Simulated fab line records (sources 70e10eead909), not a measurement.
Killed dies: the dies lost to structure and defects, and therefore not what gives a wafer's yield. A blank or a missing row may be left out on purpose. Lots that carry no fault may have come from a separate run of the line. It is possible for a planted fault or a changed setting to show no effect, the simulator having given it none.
Matching of chambers | flow nand-harc | cmp-01 running NHARC_A_BONDPAD_CMP_19: 4 sister chambers
The step polishes, t overpolish 30 s, cu recess touch 16 s, target thk 169.82 nm. 14 wafers are shown with their chamber, then 7 later ones without.

EACH WAFER AND ITS CHAMBER
wafer  | chamber | motor-current-A (A) | retaining-ring-pressure-frac | overpolish-run-s (s)
L075.2 | 2       | 11.1                | 1.008                        | 29.995
L075.4 | 0       | 9.8                 | 1.009                        | 29.989
L075.6 | 2       | 11.1                | 1.004                        | 29.998
L074.1 | 2       | 11.3                | 1.001                        | 30.005
L074.2 | 1       | 9.5                 | 1.000                        | 29.984
L074.3 | 0       | 10.0                | 0.997                        | 30.006
L080.3 | 2       | 11.1                | 0.991                        | 29.998
L080.4 | 0       | 9.7                 | 1.003                        | 29.993
L080.5 | 0       | 9.3                 | 1.004                        | 30.007
L081.2 | 3       | 10.8                | 0.996                        | 30.005
L081.3 | 0       | 10.1                | 0.994                        | 30.008
L081.5 | 1       | 10.2                | 0.991                        | 30.005
L084.1 | 0       | 9.3                 | 1.000                        | 30.001
L084.3 | 1       | 10.0                | 0.998                        | 30.009

SIGNATURES (averages over the wafers above)
reading                      | chamber 0 | chamber 1 | chamber 2 | chamber 3 | scatter within a chamber
motor-current-A              | 9.700     | 9.900     | 11.150    | 10.800    | 0.295
retaining-ring-pressure-frac | 1.00117   | 0.99633   | 1.00100   | 0.99600   | 0.00588
overpolish-run-s             | 30.00067  | 29.99933  | 29.99900  | 30.00500  | 0.00856
Rule: for a wafer and a chamber, the distance is found by dividing, reading by reading, the gap between the wafer's reading and the chamber's mean by the reading's scatter, squaring, summing and taking the root. The wafer belongs to the nearest chamber; if the next one is less than 2 further off, it can't be placed. How the scatter is found: for the shown wafers, subtract from each reading the mean of its chamber, square and add these, divide the total by (wafers less chambers), then take the root.

WAFERS WITHOUT THEIR CHAMBER
wafer  | motor-current-A (A) | retaining-ring-pressure-frac | overpolish-run-s (s)
L084.6 | 10.9                | 1.000                        | 30.009
L086.4 | 9.0                 | 1.006                        | 30.008
L086.5 | 9.5                 | 1.003                        | 29.999
L086.6 | 10.3                | 1.010                        | 29.998
L094.2 | 10.9                | 0.998                        | 30.000
L094.4 | 10.8                | 1.004                        | 30.015
L094.6 | 9.8                 | 1.002                        | 29.987

EACH ONE'S CHAMBER
wafer  | from the rows above               | in truth
L084.6 | can't be placed: 3 or 2           | 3
L086.4 | can't be placed: 0 or 1           | 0
L086.5 | can't be placed: 0 or 1           | 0
L086.6 | can't be placed: 0 or 1 or 3 or 2 | 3
L094.2 | can't be placed: 3 or 2           | 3
L094.4 | can't be placed: 3 or 2 or 1      | 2
L094.6 | can't be placed: 0 or 1           | 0
Correctly placed: 0 of 7. These rows do not allow placing 7 (true chamber among the candidates in 7). Wrongly placed: 0.
